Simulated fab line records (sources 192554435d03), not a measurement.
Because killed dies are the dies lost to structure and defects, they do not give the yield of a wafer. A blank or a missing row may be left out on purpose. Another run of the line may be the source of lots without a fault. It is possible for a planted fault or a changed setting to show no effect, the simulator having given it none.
Chamber matching ; flow n5-finfet ; N5_BEOL_M3_ETCH_74 on rie-diel-01 has 4 sister chambers
The step etches underlayer in N2/H2, target depth 6.5 nm, time 5.2 s. 7 wafers are shown with their chamber, then 7 later ones without.

== EACH WAFER AND ITS CHAMBER ==
wafer;chamber;oes-product-au (a.u.);throttle-valve-pct (%)
L076.2;2;0.60;18.09
L082.3;2;0.58;18.15
L082.6;0;0.84;17.51
L088.4;1;0.60;18.17
L088.5;3;0.59;17.91
L089.1;1;0.60;18.18
L089.2;3;0.60;17.92

== WAFERS WITH NO CHAMBER GIVEN ==
wafer;oes-product-au (a.u.);throttle-valve-pct (%)
L089.6;0.58;18.17
L093.1;0.59;17.92
L093.4;0.57;18.18
L093.6;0.58;18.16
L095.3;0.56;18.18
L095.5;0.59;17.91
L095.6;0.77;17.56

== WHICH CHAMBER EACH WENT THROUGH ==
wafer;from the rows above;in truth
L089.6;can't be placed: 1 or 2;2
L093.1;3;3
L093.4;can't be placed: 2 or 1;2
L093.6;can't be placed: 2 or 1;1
L095.3;can't be placed: 2 or 1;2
L095.5;3;3
L095.6;0;0
Correctly placed: 3 of 7. From these rows, 4 cannot be placed; in 4 the true chamber is one of the candidates. Placed wrongly: 0.
How it was worked out, from the rows above alone: a wafer's distance from a chamber is the root of the sum, over the readings, of the square of ((its reading less the chamber's mean) divided by the reading's scatter). The wafer belongs to the nearest chamber; if the next one is less than 2 further off, it can't be placed. A chamber's mean is the mean of its shown wafers. The scatter: take each reading less its chamber's mean, square it, sum over the shown wafers, divide by the number of wafers less the number of chambers, and take the root.
